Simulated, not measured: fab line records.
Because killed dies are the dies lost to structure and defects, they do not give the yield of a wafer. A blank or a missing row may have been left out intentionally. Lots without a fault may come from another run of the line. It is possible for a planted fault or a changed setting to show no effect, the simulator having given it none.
The tool behind it: which one? | flow n5-finfet | 12 lots, 34 wafers sampled, at 5 steps of a route of 1938

WHAT THE GAUGES SHOWED, per wafer
The record holds no reading of a measuring or inspecting step that can be judged against a usual standard deviation.

TOOL THAT RAN EACH LOT (tool first, then ch and the chambers of the sampled wafers, then the start)
lot  | N5_BEOL_M15_STRIP_36               | N5_BEOL_M15_DEGAS_41         | N5_BEOL_M15_SPUTTER_43       | N5_BEOL_M15_ANNEAL_48            | N5_PASSIVATION_PROBE_49
L545 | rie-diel-02 ch 0,1, day 12 02:13   | pvd-sputter-01, day 12 02:47 | pvd-sputter-01, day 12 02:52 | rtp-anneal-02 ch 0, day 12 03:26 | -
L548 | rie-diel-04 ch 0,1,3, day 12 02:43 | pvd-sputter-03, day 12 03:17 | pvd-sputter-03, day 12 03:22 | rtp-anneal-01 ch 0, day 12 04:22 | -
L550 | rie-diel-04 ch 0,2,3, day 12 15:38 | pvd-sputter-02, day 12 16:16 | pvd-sputter-02, day 12 16:20 | rtp-anneal-02 ch 0, day 12 16:52 | prober-02, day 13 06:38
L547 | rie-diel-06 ch 1,2,3, day 12 17:49 | pvd-sputter-01, day 12 18:43 | pvd-sputter-01, day 12 18:47 | rtp-anneal-02 ch 0, day 12 19:23 | -
L551 | rie-diel-06 ch 0,1, day 12 23:55   | pvd-sputter-01, day 13 00:30 | pvd-sputter-01, day 13 00:35 | rtp-anneal-01 ch 0, day 13 01:08 | -
L552 | rie-diel-02 ch 1,2,3, day 12 23:58 | pvd-sputter-02, day 13 00:33 | pvd-sputter-02, day 13 00:38 | rtp-anneal-02 ch 0, day 13 01:11 | -
L553 | rie-diel-04 ch 0,3, day 13 05:47   | pvd-sputter-03, day 13 06:25 | pvd-sputter-03, day 13 06:30 | rtp-anneal-02 ch 0, day 13 07:03 | prober-02, day 13 23:20
L558 | rie-diel-02 ch 0,1,2, day 14 10:17 | pvd-sputter-03, day 14 10:50 | pvd-sputter-03, day 14 10:55 | rtp-anneal-02 ch 0, day 14 11:29 | prober-01, day 15 01:26
L556 | rie-diel-04 ch 0,2,3, day 14 13:07 | pvd-sputter-02, day 14 13:42 | pvd-sputter-02, day 14 13:47 | rtp-anneal-02 ch 0, day 14 14:26 | prober-01, day 15 05:40
L560 | rie-diel-06 ch 0,2, day 15 03:41   | pvd-sputter-03, day 15 04:23 | pvd-sputter-03, day 15 04:28 | rtp-anneal-02 ch 0, day 15 04:59 | prober-02, day 15 19:34
L566 | rie-diel-04 ch 0,2,3, day 16 15:56 | pvd-sputter-03, day 16 16:16 | pvd-sputter-03, day 16 16:21 | rtp-anneal-01 ch 0, day 16 17:17 | -
L567 | rie-diel-06 ch 1,2, day 16 18:18   | pvd-sputter-01, day 16 19:25 | pvd-sputter-01, day 16 19:30 | rtp-anneal-01 ch 0, day 16 20:09 | -
- N5_BEOL_M15_STRIP_36: strips in O2.
- N5_BEOL_M15_DEGAS_41: time 60 s.
- N5_BEOL_M15_SPUTTER_43: material TaN, target thk 15 nm, time 24.19 s.
- N5_BEOL_M15_ANNEAL_48: time 90 s.
- N5_PASSIVATION_PROBE_49

WHAT THE TOOLS THEMSELVES READ (means of the sampled wafers that have a number; where no wafer has one, the mark that the record gives instead)
N5_BEOL_M15_STRIP_36.
lot  | tool        | drypump-motor-current-A (A) | o2-flow-sccm (sccm) | oes-product-au (a.u.) | rf-vpp-V (V) | showerhead-plenum-p-Torr (Torr) | throttle-valve-pct (%)
L545 | rie-diel-02 | 5.3                         | 224.8               | 0.78                  | 4.1          | 2.21                            | 16.87
L548 | rie-diel-04 | 5.7                         | 225.3               | 0.81                  | 4.3          | 2.08                            | 16.62
L550 | rie-diel-04 | 5.7                         | 225.5               | 0.84                  | 3.5          | 2.07                            | 16.65
L547 | rie-diel-06 | 5.9                         | 224.9               | 0.78                  | 3.7          | 2.14                            | 16.56
L551 | rie-diel-06 | 6.0                         | 225.5               | 0.77                  | 3.9          | 2.02                            | 16.57
L552 | rie-diel-02 | 6.0                         | 224.4               | 0.81                  | 4.6          | 2.16                            | 16.64
L553 | rie-diel-04 | 5.8                         | 225.2               | 0.85                  | 4.6          | 2.09                            | 16.59
L558 | rie-diel-02 | 5.7                         | 224.9               | 0.77                  | 3.4          | 2.15                            | 16.92
L556 | rie-diel-04 | 5.7                         | 224.7               | 0.82                  | 4.2          | 2.06                            | 16.68
L560 | rie-diel-06 | 5.9                         | 224.9               | 0.75                  | 4.6          | 2.14                            | 16.77
L566 | rie-diel-04 | 5.7                         | 224.6               | 0.80                  | 3.8          | 2.06                            | 16.71
L567 | rie-diel-06 | 6.1                         | 225.5               | 0.77                  | 4.3          | 2.12                            | 16.55

N5_BEOL_M15_DEGAS_41.
lot  | tool           | heater-power-w (W)
L545 | pvd-sputter-01 | 513
L548 | pvd-sputter-03 | 484
L550 | pvd-sputter-02 | 495
L547 | pvd-sputter-01 | 445
L551 | pvd-sputter-01 | 467
L552 | pvd-sputter-02 | 507
L553 | pvd-sputter-03 | 472
L558 | pvd-sputter-03 | 494
L556 | pvd-sputter-02 | 511
L560 | pvd-sputter-03 | 460
L566 | pvd-sputter-03 | 504
L567 | pvd-sputter-01 | 502

N5_BEOL_M15_SPUTTER_43.
lot  | tool           | throttle-valve-pct (%)
L545 | pvd-sputter-01 | 28.9
L548 | pvd-sputter-03 | 30.9
L550 | pvd-sputter-02 | 30.6
L547 | pvd-sputter-01 | 29.8
L551 | pvd-sputter-01 | 29.0
L552 | pvd-sputter-02 | 30.5
L553 | pvd-sputter-03 | 30.5
L558 | pvd-sputter-03 | 30.1
L556 | pvd-sputter-02 | 30.4
L560 | pvd-sputter-03 | 30.1
L566 | pvd-sputter-03 | 29.4
L567 | pvd-sputter-01 | 29.2

N5_BEOL_M15_ANNEAL_48.
lot  | tool          | wafer_temp_C_max
L545 | rtp-anneal-02 | 225.9
L548 | rtp-anneal-01 | 225.4
L550 | rtp-anneal-02 | 226.1
L547 | rtp-anneal-02 | 226.0
L551 | rtp-anneal-01 | 225.6
L552 | rtp-anneal-02 | 225.8
L553 | rtp-anneal-02 | 226.1
L558 | rtp-anneal-02 | 226.0
L556 | rtp-anneal-02 | 220.7
L560 | rtp-anneal-02 | 220.2
L566 | rtp-anneal-01 | 225.4
L567 | rtp-anneal-01 | 225.3

N5_PASSIVATION_PROBE_49.
lot  | tool      | defect-limited-yield (%) | killed_at_M0_to_M3 | killed_at_M4_up | killed-at-contacts | killed-at-front-end | killed-at-other | killed-dies | killed-open | killed-short | sort_bin_5_function (%) | sort_bin_6_memory (%) | sort_bin_8_speed (%) | sort-n-pass | sort-yield-pct (%)
L550 | prober-02 | 90.7                     | 36                 | 12              | 14                 | 45                  | 4.0             | 110         | 71          | 40           | 5.7                     | 3.5                   | 0.00                 | 1070        | 90.7
L553 | prober-02 | 92.3                     | 26                 | 16              | 10                 | 36                  | 2.5             | 91          | 58          | 30           | 4.2                     | 3.2                   | 0.00                 | 1089        | 92.3
L558 | prober-01 | 92.7                     | 30                 | 14              | 13                 | 26                  | 3.0             | 86          | 56          | 29           | 4.2                     | 2.6                   | 0.00                 | 1094        | 92.7
L556 | prober-01 | 92.0                     | 34                 | 12              | 12                 | 33                  | 3.3             | 94          | 61          | 32           | 4.8                     | 3.0                   | 0.00                 | 1086        | 92.0
L560 | prober-02 | 91.7                     | 35                 | 12              | 12                 | 32                  | 6.0             | 97          | 64          | 33           | 4.9                     | 3.0                   | 0.00                 | 1083        | 91.7

THE ANSWER, worked out from the rows above alone
Rule: the lots themselves supply what counts as usual. Put in order of their means at a reading, lots are off if they are a third of the lots or fewer, leave a main group of 4 or more, and stand apart from it by a gap of 3 or more times the standard deviation of the main group's means; of several such gaps the widest counts. A main group is skipped when, at the precision printed for the reading in the tables above, its means are all equal. A lot without any number at a reading at which 4 lots or more have one is off too. All remaining lots with rows at the step are treated as sound. Order of review: gauges by route order, followed by the tools' own readings, for which a lot's mean as printed above is used. At the first step where some lot is off, the reading lying furthest off is the one used; lots without a number count as furthest.
Off: L556, L560 (N5_BEOL_M15_ANNEAL_48, wafer_temp_C_max). For the main group the mean is 225.8 and the standard deviation 0.29.
A tool fits if, at that step or a process step before it, it ran every lot that is off, and no sound lot after the first of them. One fits: N5_BEOL_M15_ANNEAL_48 on rtp-anneal-02. Its last sound lot is L558 (day 14 11:29), its first lot that is off L556 (day 14 14:26): a fault that began between those two fits.
The tool's own readings at N5_BEOL_M15_ANNEAL_48 bear it out: on the lots that are off they differ by more than 5 times the standard deviation of the sound lots' means. wafer_temp_C_max reads 220.4 there against 225.8 on the sound lots.

WHAT THE SIMULATOR PUT IN
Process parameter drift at N5_BEOL_M15_ANNEAL_48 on rtp-anneal-02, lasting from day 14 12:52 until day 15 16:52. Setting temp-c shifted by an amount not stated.
Lots struck among those shown: L556, L560. The rule given above showed the same thing.
